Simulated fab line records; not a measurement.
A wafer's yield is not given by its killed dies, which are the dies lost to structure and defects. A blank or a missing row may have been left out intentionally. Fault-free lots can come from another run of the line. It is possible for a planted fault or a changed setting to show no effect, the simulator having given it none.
Which tool is to blame? || flow n5Finfet || 36 wafers from 12 lots sampled at 5 of the route's 1938 steps

WHAT THE GAUGES READ, wafer by wafer
N5_BEOL_M12_CD_MEAS_10: the cd target is 140 nm.
{"lot": "L075", "measured": "day 10 15:10", "on": "cdSem-01", "cdNm (nm)": "139.9 139.7 137.4"}
{"lot": "L076", "measured": "day 11 03:07", "on": "cdSem-02", "cdNm (nm)": "138.8 138.5 138.7"}
{"lot": "L079", "measured": "day 11 12:54", "on": "cdSem-01", "cdNm (nm)": "141.2 140.1 142.0"}
{"lot": "L082", "measured": "day 12 07:10", "on": "cdSem-01", "cdNm (nm)": "139.1 138.9 140.0"}
{"lot": "L081", "measured": "day 12 14:33", "on": "cdSem-03", "cdNm (nm)": "138.3 138.8 137.7"}
{"lot": "L086", "measured": "day 12 22:32", "on": "cdSem-01", "cdNm (nm)": "139.8 140.5 140.1"}
{"lot": "L087", "measured": "day 13 15:03", "on": "cdSem-02", "cdNm (nm)": "139.4 139.1 140.2"}
{"lot": "L089", "measured": "day 13 20:56", "on": "cdSem-02", "cdNm (nm)": "137.4 139.3 137.5"}
{"lot": "L091", "measured": "day 14 21:10", "on": "cdSem-03", "cdNm (nm)": "136.6 136.2 137.2"}
{"lot": "L093", "measured": "day 15 06:49", "on": "cdSem-01", "cdNm (nm)": "139.6 137.5 137.6"}
{"lot": "L095", "measured": "day 15 15:13", "on": "cdSem-03", "cdNm (nm)": "141.3 138.5 142.1"}
{"lot": "L096", "measured": "day 16 06:52", "on": "cdSem-03", "cdNm (nm)": "138.4 138.4 137.6"}

WHICH TOOL RAN EACH LOT (tool, then ch and the chambers of the sampled wafers, then the start)
{"lot": "L075", "N5_BEOL_M11_DESCUM_33": "rieDiel-05 ch 0,1,3, day 10 09:29", "N5_BEOL_M11_STRIP_36": "rieDiel-05 ch 0,1,3, day 10 09:45", "N5_BEOL_M11_PRE_CLEAN_45": "pvdSputter-03, day 10 10:32", "N5_BEOL_M12_ILD_DEP_00": "pecvd-04 ch 0,1, day 10 14:34"}
{"lot": "L076", "N5_BEOL_M11_DESCUM_33": "rieDiel-03 ch 0,3, day 10 21:56", "N5_BEOL_M11_STRIP_36": "rieDiel-03 ch 0,3, day 10 22:13", "N5_BEOL_M11_PRE_CLEAN_45": "pvdSputter-02, day 10 23:43", "N5_BEOL_M12_ILD_DEP_00": "pecvd-04 ch 0,1, day 11 02:38"}
{"lot": "L079", "N5_BEOL_M11_DESCUM_33": "rieDiel-06 ch 1,2,3, day 11 09:43", "N5_BEOL_M11_STRIP_36": "rieDiel-06 ch 1,2,3, day 11 09:59", "N5_BEOL_M11_PRE_CLEAN_45": "pvdSputter-01, day 11 10:55", "N5_BEOL_M12_ILD_DEP_00": "pecvd-01 ch 0,1,2, day 11 12:28"}
{"lot": "L082", "N5_BEOL_M11_DESCUM_33": "rieDiel-03 ch 0,1,2, day 12 02:53", "N5_BEOL_M11_STRIP_36": "rieDiel-03 ch 0,1,2, day 12 03:09", "N5_BEOL_M11_PRE_CLEAN_45": "pvdSputter-01, day 12 04:11", "N5_BEOL_M12_ILD_DEP_00": "pecvd-04 ch 1,2, day 12 06:44"}
{"lot": "L081", "N5_BEOL_M11_DESCUM_33": "rieDiel-05 ch 0,1,3, day 12 07:33", "N5_BEOL_M11_STRIP_36": "rieDiel-05 ch 0,1,3, day 12 07:49", "N5_BEOL_M11_PRE_CLEAN_45": "pvdSputter-02, day 12 10:34", "N5_BEOL_M12_ILD_DEP_00": "pecvd-01 ch 0,1, day 12 12:23"}
{"lot": "L086", "N5_BEOL_M11_DESCUM_33": "rieDiel-03 ch 0,1,3, day 12 19:04", "N5_BEOL_M11_STRIP_36": "rieDiel-03 ch 0,1,3, day 12 19:20", "N5_BEOL_M11_PRE_CLEAN_45": "pvdSputter-01, day 12 20:11", "N5_BEOL_M12_ILD_DEP_00": "pecvd-04 ch 0,1,2, day 12 21:58"}
{"lot": "L087", "N5_BEOL_M11_DESCUM_33": "rieDiel-06 ch 2,3, day 13 11:07", "N5_BEOL_M11_STRIP_36": "rieDiel-06 ch 2,3, day 13 11:23", "N5_BEOL_M11_PRE_CLEAN_45": "pvdSputter-01, day 13 12:22", "N5_BEOL_M12_ILD_DEP_00": "pecvd-04 ch 0,1,2, day 13 14:32"}
{"lot": "L089", "N5_BEOL_M11_DESCUM_33": "rieDiel-03 ch 2,3, day 13 16:42", "N5_BEOL_M11_STRIP_36": "rieDiel-03 ch 2,3, day 13 16:59", "N5_BEOL_M11_PRE_CLEAN_45": "pvdSputter-02, day 13 17:54", "N5_BEOL_M12_ILD_DEP_00": "pecvd-01 ch 0,1,2, day 13 20:30"}
{"lot": "L091", "N5_BEOL_M11_DESCUM_33": "rieDiel-06 ch 0,3, day 14 17:37", "N5_BEOL_M11_STRIP_36": "rieDiel-06 ch 0,3, day 14 17:53", "N5_BEOL_M11_PRE_CLEAN_45": "pvdSputter-01, day 14 18:59", "N5_BEOL_M12_ILD_DEP_00": "pecvd-01 ch 1,2, day 14 20:36"}
{"lot": "L093", "N5_BEOL_M11_DESCUM_33": "rieDiel-06 ch 1,2,3, day 15 01:32", "N5_BEOL_M11_STRIP_36": "rieDiel-06 ch 1,2,3, day 15 01:49", "N5_BEOL_M11_PRE_CLEAN_45": "pvdSputter-03, day 15 03:31", "N5_BEOL_M12_ILD_DEP_00": "pecvd-01 ch 0,1, day 15 06:20"}
{"lot": "L095", "N5_BEOL_M11_DESCUM_33": "rieDiel-06 ch 0,1, day 15 11:37", "N5_BEOL_M11_STRIP_36": "rieDiel-06 ch 0,1, day 15 11:53", "N5_BEOL_M11_PRE_CLEAN_45": "pvdSputter-01, day 15 12:42", "N5_BEOL_M12_ILD_DEP_00": "pecvd-04 ch 0,1,2, day 15 14:46"}
{"lot": "L096", "N5_BEOL_M11_DESCUM_33": "rieDiel-03 ch 0,2,3, day 16 01:38", "N5_BEOL_M11_STRIP_36": "rieDiel-03 ch 0,2,3, day 16 01:54", "N5_BEOL_M11_PRE_CLEAN_45": "pvdSputter-01, day 16 03:03", "N5_BEOL_M12_ILD_DEP_00": "pecvd-04 ch 0,1,2, day 16 06:26"}
- N5_BEOL_M11_DESCUM_33: chemistry O2, time 7.9 s.
- N5_BEOL_M11_STRIP_36: strips in N2/H2.
- N5_BEOL_M11_PRE_CLEAN_45: time 30 s.
- N5_BEOL_M12_ILD_DEP_00: deposits SiOC from DEMS/O2, target thk 658.92 nm, time 130.7 s.

THE ANSWER, worked out from the rows above alone
Rule: the usual values come from the lots themselves. Put in order of their means at a reading, lots are off if they are a third of the lots or fewer, leave a main group of 4 or more, and stand apart from it by a gap of 3 or more times the standard deviation of the main group's means; of several such gaps the widest counts. A main group is skipped when, at the precision printed for the reading in the tables above, its means are all equal. Also off: a lot with no number at a reading for which 4 or more lots have one. Where the step has rows for the other lots, those lots are counted as sound.
None of the lots is off at any reading shown; this tells nothing.

WHAT THE SIMULATOR HAD INSERTED
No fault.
